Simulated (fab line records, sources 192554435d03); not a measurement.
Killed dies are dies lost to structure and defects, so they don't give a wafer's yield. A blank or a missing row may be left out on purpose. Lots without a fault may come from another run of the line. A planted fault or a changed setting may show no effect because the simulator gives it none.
Split-lot experiment | flow n5_finfet | 7 lots, 21 wafers read, on a route of 1938 steps

THE SPLIT
At N5_BEOL_M7_DESCUM_33 (chemistry O2, time 7 s), the setting time_s was moved away from the recipe's 7 s on 8 of the 21 wafers read, by -13.9% to +17.7%. The other wafers ran this setting at the recipe's value.

FROM THE SPLIT TO THE READING: what the file shows between them, 1 step
- N5_BEOL_M7_ETCH_72: etches underlayer in N2/H2, target depth 6.5 nm, time 5.2 s

THE READING
CAR-EUV_of_BEOL_M7_COAT_22.thk_nm (the simulator's own value, which no gauge read), in nm, at N5_BEOL_M7_ETCH_65 (etches SiARC in CF4, target depth 15.6 nm, time 26 s). The file gives no usual value for it. The 13 wafers here that ran the recipe average 11.2 nm, standard deviation 0.12 nm.

wafer  | tool, chamber at the split | time_s as run, s | against the recipe | CAR-EUV_of_BEOL_M7_COAT_22.thk_nm, nm | against lot-mates on the recipe
L077.2 | rie_diel-04, 1,2,1         | 7                | recipe             | 11.2                                  | -
L077.4 | rie_diel-04, 1,2,1         | 7                | recipe             | 11.2                                  | -
L077.6 | rie_diel-04, 1,2,1         | 7                | recipe             | 11.2                                  | -
L078.3 | rie_diel-03, 2,1           | 7.944            | +13.5%             | 10.6                                  | -0.4
L078.5 | rie_diel-03, 2,1           | 7.944            | +13.5%             | 10.6                                  | -0.4
L078.6 | rie_diel-03, 2             | 7                | recipe             | 11                                    | -
L083.3 | rie_diel-03, 1,0           | 7                | recipe             | 11.2                                  | -
L083.4 | rie_diel-03, 1,0           | 7                | recipe             | 11.4                                  | -
L083.5 | rie_diel-03, 2             | 8.236            | +17.7%             | 10.6                                  | -0.7
L085.2 | rie_diel-03, 0             | 6.361            | -9.1%              | 11.4                                  | +0.4
L085.3 | rie_diel-03, 3             | 7                | recipe             | 11                                    | -
L085.5 | rie_diel-03, 3             | 7                | recipe             | 11                                    | -
L086.3 | rie_diel-03, 1             | 7                | recipe             | 11.2                                  | -
L086.4 | rie_diel-03, 0             | 7                | recipe             | 11.2                                  | -
L086.6 | rie_diel-03, 3             | 6.418            | -8.3%              | 11.4                                  | +0.2
L089.3 | rie_diel-03, 1             | 7                | recipe             | 11                                    | -
L089.5 | rie_diel-03, 2             | 6.027            | -13.9%             | 11.6                                  | +0.6
L089.6 | rie_diel-03, 3             | 6.027            | -13.9%             | 11.4                                  | +0.4
L097.1 | rie_diel-04, 1             | 7                | recipe             | 11.2                                  | -
L097.4 | rie_diel-04, 0             | 7.728            | +10.4%             | 10.8                                  | -0.4
L097.5 | rie_diel-04, 2             | 7                | recipe             | 11.2                                  | -
Where a row lists several chambers, the file gives one row for several wafers and doesn't say which wafer went through which chamber.

THE FIT
A straight line over all 21 wafers: CAR-EUV_of_BEOL_M7_COAT_22.thk_nm changes by -0.0318 nm for each +1% of time_s; r = -0.92; the points scatter about the line by 0.11 nm.
The same after taking each lot's own level away (the mean of its wafers on the recipe; 21 wafers): -0.0352 nm for each +1%; r = -0.98; scatter 0.062 nm.
On that fit, the largest move of time_s shifts the reading by 0.62 nm.
The lots' own levels span 11.00 to 11.30 nm, that is 2.6 times the standard deviation above.
So the lot-to-lot level changes the slope little: the two slopes agree.
Check: with one of the wafers moved furthest among these (+17.7%) left out of the fit, the line predicts -0.589 nm for it against its lot-mates. It came out at -0.7 nm against them.

OTHER SPLITS ON THESE WAFERS
These wafers also went through other splits before the reading. Each is held against what the fit with the lots' levels taken away leaves over:
other split on the same wafers | wafers away from the commonest value | r with CAR-EUV_of_BEOL_M7_COAT_22.thk_nm (lot level and that fit taken away)
N5_BEOL_M7_EXPOSE_25 dose_mj   | 5                                    | -0.46

THE WHOLE CHAIN: every reading that the file lists as answering this split, in the file's order
step                 | what it does                                                | reading                                                                            | change (the file's fit)                | r (the file's)
N5_BEOL_M7_DESCUM_33 | chemistry O2, time 7 s                                      | CAR-EUV_of_BEOL_M7_COAT_22.thk_nm (the simulator's own value, which no gauge read) | -0.0369 nm for each +1% of the setting | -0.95
N5_BEOL_M7_ETCH_72   | etches underlayer in N2/H2, target depth 6.5 nm, time 5.2 s | CAR-EUV_of_BEOL_M7_COAT_22.thk_nm (the simulator's own value, which no gauge read) | -0.038 nm for each +1% of the setting  | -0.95
N5_BEOL_M7_ETCH_65   | etches SiARC in CF4, target depth 15.6 nm, time 26 s        | CAR-EUV_of_BEOL_M7_COAT_22.thk_nm (the simulator's own value, which no gauge read) | -0.0361 nm for each +1% of the setting | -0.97

THE FILE'S OWN FIT
CAR-EUV_of_BEOL_M7_COAT_22.thk_nm changes by -0.0361 nm for each +1% of time_s, r = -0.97.
